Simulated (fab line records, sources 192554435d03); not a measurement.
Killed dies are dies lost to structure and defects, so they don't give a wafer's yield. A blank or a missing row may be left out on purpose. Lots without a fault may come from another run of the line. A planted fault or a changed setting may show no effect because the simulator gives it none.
Chamber matching | flow n5_finfet | N5_MOL_CONTACT_COAG_ETCHBACK_134 on rie_diel-06: 4 sister chambers
The step etches SiO2 in CHF3, target depth 10 nm, time 6.7 s. 8 wafers are shown with their chamber, then 11 later ones without.

WAFERS WITH THEIR CHAMBER
wafer  | chamber | drypump_motor_current_A (A) | throttle_valve_pct (%)
L074.4 | 0       | 5.8                         | 18.77
L085.5 | 1       | 5.8                         | 18.97
L087.3 | 2       | 6.8                         | 19.20
L087.6 | 2       | 6.8                         | 19.22
L090.1 | 1       | 5.8                         | 19.00
L090.4 | 3       | 5.5                         | 18.59
L090.5 | 3       | 5.4                         | 18.58
L093.1 | 0       | 5.7                         | 18.83

WAFERS WITHOUT THEIR CHAMBER
wafer  | drypump_motor_current_A (A) | throttle_valve_pct (%)
L093.4 | 5.8                         | 19.00
L093.6 | 5.8                         | 18.80
L094.1 | 5.5                         | 18.59
L094.5 | 5.7                         | 18.83
L094.6 | 5.5                         | 18.60
L095.3 | 5.8                         | 18.99
L095.5 | 5.4                         | 18.61
L095.6 | 6.8                         | 19.24
L096.1 | 6.8                         | 19.24
L096.3 | 5.8                         | 19.02
L096.5 | 5.4                         | 18.60

WHICH CHAMBER EACH WENT THROUGH
wafer  | from the rows above | in truth
L093.4 | 1                   | 1
L093.6 | 0                   | 0
L094.1 | 3                   | 3
L094.5 | 0                   | 0
L094.6 | 3                   | 3
L095.3 | 1                   | 1
L095.5 | 3                   | 3
L095.6 | 2                   | 2
L096.1 | 2                   | 2
L096.3 | 1                   | 1
L096.5 | 3                   | 3
Placed correctly: 11 of 11. Can't be placed from these rows: 0. Placed wrongly: 0.
How it was worked out, from the rows above alone: a wafer's distance from a chamber is the root of the sum, over the readings, of the square of ((its reading less the chamber's mean) divided by the reading's scatter). The wafer belongs to the nearest chamber; if the next one is less than 2 further off, it can't be placed. A chamber's mean is the mean of its shown wafers. The scatter: the root of (the sum of the squares of (reading less its chamber's mean) over the shown wafers, divided by (wafers less chambers)).
